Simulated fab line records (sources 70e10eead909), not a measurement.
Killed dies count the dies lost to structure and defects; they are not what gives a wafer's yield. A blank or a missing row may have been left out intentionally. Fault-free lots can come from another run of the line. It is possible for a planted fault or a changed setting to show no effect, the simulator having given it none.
Commonality check across tools + flow nand harc + Lots sampled 2, wafers sampled 6

THE REASON FOR OPENING IT
Flagged at NHARC_END_SORT_01: reading killed at array, on 2 of 2 lots. No-fault wafers: 52, standard deviation 18.
Rule: a lot gets a flag if all its wafers with a number sit over 4 standard deviations from that mean, or if no wafer of it has a number. As for the other lots, they are considered sound.

| lot  | measured     | on        | killed at array, wafer by wafer | flag    |
|------|--------------|-----------|---------------------------------|---------|
| L630 | day 32 20:50 | prober-01 | 163 133 154                     | FLAGGED |
| L632 | day 33 05:00 | prober-02 | 159 137 152                     | FLAGGED |
Average over the flagged lots: 150; offset from the usual +98, equal to +5 standard deviations.

EACH LOT AND THE TOOL IT RAN ON
The record holds 3 process steps before the reading, out of a route of 1302 steps. Cell contents, in order: the tool; ch with the chambers the sampled wafers went through; the start.
| lot  | flag    | NHARC_A_CONTACT_ETCH_112             | NHARC_THIN_TSV_ETCH_44             | NHARC_THIN_TSV_CMP_21         |
|------|---------|--------------------------------------|------------------------------------|-------------------------------|
| L630 | FLAGGED | har cap etch-02 ch 0,1, day 29 14:26 | rie diel-12 ch 0,1,2, day 32 03:04 | cmp-01 ch 2,3, day 32 07:01   |
| L632 | FLAGGED | har cap etch-02 ch 0,1, day 29 23:52 | rie diel-06 ch 0,2,3, day 32 05:22 | cmp-02 ch 0,1,3, day 32 09:22 |
What the steps here do:
- NHARC_A_CONTACT_ETCH_112: etches the open film in C4F8/O2/Ar, time 190 s, target depth 1850 nm.
- NHARC_THIN_TSV_ETCH_44: etches the open film in CF4/O2, target depth 1594.2 nm, time 797.1 s.
- NHARC_THIN_TSV_CMP_21: polishes, t overpolish 30 s, target thk 2000 nm.
- NHARC_END_SORT_01

FLAGGED OVER TOTAL, TOOL BY TOOL (the gauges that took the reading come last)
| step                     | tool            | lots run | flagged | share of the flagged lots | sound lots run after its first flagged lot |
|--------------------------|-----------------|----------|---------|---------------------------|--------------------------------------------|
| NHARC_A_CONTACT_ETCH_112 | har cap etch-02 | 2        | 2       | all                       | 0                                          |
| NHARC_THIN_TSV_ETCH_44   | rie diel-06     | 1        | 1       | some                      | 0                                          |
| NHARC_THIN_TSV_ETCH_44   | rie diel-12     | 1        | 1       | some                      | 0                                          |
| NHARC_THIN_TSV_CMP_21    | cmp-01          | 1        | 1       | some                      | 0                                          |
| NHARC_THIN_TSV_CMP_21    | cmp-02          | 1        | 1       | some                      | 0                                          |
| NHARC_END_SORT_01        | prober-01       | 1        | 1       | some                      | 0                                          |
| NHARC_END_SORT_01        | prober-02       | 1        | 1       | some                      | 0                                          |

THE TABLE: WHAT IT ALLOWS
All flagged lots share 1 row of the table, namely har cap etch-02 at NHARC_A_CONTACT_ETCH_112.
- har cap etch-02 at NHARC_A_CONTACT_ETCH_112: 2 of its 2 lots flagged. In this sample it ran no sound lot ahead of its first flagged lot, so there is no way to narrow down the start.
Left over: one tool, har cap etch-02 at NHARC_A_CONTACT_ETCH_112.

WHAT THE SIMULATOR HAD INSERTED
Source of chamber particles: har cap etch-02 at NHARC_A_CONTACT_ETCH_112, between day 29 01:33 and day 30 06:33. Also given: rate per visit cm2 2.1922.
Struck lots among those shown: L630, L632. This agrees with what the rule above found.
